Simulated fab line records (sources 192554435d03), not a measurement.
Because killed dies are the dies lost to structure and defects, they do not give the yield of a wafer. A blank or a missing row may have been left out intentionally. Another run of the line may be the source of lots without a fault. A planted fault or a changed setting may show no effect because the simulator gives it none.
Chamber matching || flow n5Finfet || cmp-04 running N5_MOL_CONTACT_COAG_CMP_23: 4 sister chambers
The step polishes, stops on SiO2, t overpolish 1.5 s, target thk 0 nm. 4 wafers are shown with their chamber, then 9 later ones without.

## WAFERS, EACH WITH ITS CHAMBER
{"wafer": "L081.5", "chamber": 2, "motorCurrentA (A)": 6.2}
{"wafer": "L083.2", "chamber": 0, "motorCurrentA (A)": 6.9}
{"wafer": "L083.3", "chamber": 1, "motorCurrentA (A)": 7.0}
{"wafer": "L083.5", "chamber": 3, "motorCurrentA (A)": 8.9}

## WAFERS MISSING THEIR CHAMBER
{"wafer": "L091.1", "motorCurrentA (A)": 8.9}
{"wafer": "L091.3", "motorCurrentA (A)": 6.7}
{"wafer": "L091.6", "motorCurrentA (A)": 6.1}
{"wafer": "L092.2", "motorCurrentA (A)": 7.1}
{"wafer": "L092.4", "motorCurrentA (A)": 6.6}
{"wafer": "L092.6", "motorCurrentA (A)": 6.3}
{"wafer": "L094.1", "motorCurrentA (A)": 6.2}
{"wafer": "L094.2", "motorCurrentA (A)": 7.2}
{"wafer": "L094.6", "motorCurrentA (A)": 7.1}

## THE CHAMBER EACH PASSED THROUGH
{"wafer": "L091.1", "from the rows above": 3, "in truth": 3}
{"wafer": "L091.3", "from the rows above": "can't be placed: 0 or 1 or 2", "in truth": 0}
{"wafer": "L091.6", "from the rows above": 2, "in truth": 2}
{"wafer": "L092.2", "from the rows above": "can't be placed: 1 or 0", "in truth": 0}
{"wafer": "L092.4", "from the rows above": "can't be placed: 0 or 2 or 1", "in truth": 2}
{"wafer": "L092.6", "from the rows above": 2, "in truth": 2}
{"wafer": "L094.1", "from the rows above": 2, "in truth": 2}
{"wafer": "L094.2", "from the rows above": "can't be placed: 1 or 0", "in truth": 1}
{"wafer": "L094.6", "from the rows above": "can't be placed: 1 or 0", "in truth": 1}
Placed correctly: 4 of 9. Unplaceable from these rows: 5, with the true chamber sitting among the candidates in 5. 0 placed wrongly.
How it was worked out, from the rows above alone: a wafer's distance from a chamber is the root of the sum, over the readings, of the square of ((its reading less the chamber's mean) divided by the reading's scatter). The wafer belongs to the nearest chamber; if the next one is less than 2 further off, it can't be placed. A chamber's mean is the mean of its shown wafers. The scatter: with one shown wafer a chamber, the root of the mean of the squares of how far each hidden wafer lies from its nearest shown one.
